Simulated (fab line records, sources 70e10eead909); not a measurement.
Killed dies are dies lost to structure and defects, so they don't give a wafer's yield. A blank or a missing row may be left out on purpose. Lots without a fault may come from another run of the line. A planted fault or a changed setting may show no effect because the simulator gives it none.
One fault seen from 2 desks | flow nand_harc | each desk has only its own numbers; what lay behind them comes last

THE METROLOGY DESK
What the gauges read, lot by lot, whatever tool the lot ran on: means of the sampled wafers that have a number. A lot is out of limits, marked OUT, if its mean lies more than 4 standard deviations from the usual mean; the brackets give that distance.
Columns: A = cd_nm at NHARC_THIN_TSV_CD_MEAS_16, usual 1000.8 nm
lot  | first seen here | A
L323 | day 19 02:22    | 1002.1
L321 | day 19 16:22    | 1000.6
L329 | day 20 19:43    | 999.1
L327 | day 20 20:53    | 1000.5
L328 | day 21 07:38    | 1000.6
L333 | day 21 18:21    | 999.9
L331 | day 21 19:34    | 1001.4
L330 | day 21 20:43    | 1002.5
L335 | day 22 14:53    | 1000.5
L336 | day 22 16:04    | 1002.4
L332 | day 22 17:13    | 1002.7
L337 | day 23 21:37    | 1000.1
L341 | day 24 03:08    | 999.1
This desk's finding: nothing out of limits on any of the 13 lots.

THE TOOL OWNER'S DESK: pvd_sputter-03
The tool's own readings at NHARC_A_BONDPAD_PVD_27 (deposits Cu, target thk 30 nm, time 20.49 s): means of the sampled wafers that have a number, for each lot that ran on this tool. A lot is out of limits, marked OUT, if its mean lies more than 4 standard deviations from the usual mean; the brackets give that distance.
Columns: A = throttle_valve_pct at NHARC_A_BONDPAD_PVD_27, usual 30.3 %
lot  | first seen here | A
L323 | day 18 08:44    | 30.0
L321 | day 19 00:19    | 29.8
L327 | day 20 01:16    | 29.1
L333 | day 21 02:55    | 30.5
L332 | day 21 21:37    | 30.6
L337 | day 23 06:30    | 30.6
L341 | day 23 10:57    | 29.9
This desk's finding: nothing out of limits on any of the 7 lots.

PUT TOGETHER
The metrology desk saw nothing out of limits.
The tool owner's desk saw nothing out of limits.

WHAT THE SIMULATOR HAD PUT IN
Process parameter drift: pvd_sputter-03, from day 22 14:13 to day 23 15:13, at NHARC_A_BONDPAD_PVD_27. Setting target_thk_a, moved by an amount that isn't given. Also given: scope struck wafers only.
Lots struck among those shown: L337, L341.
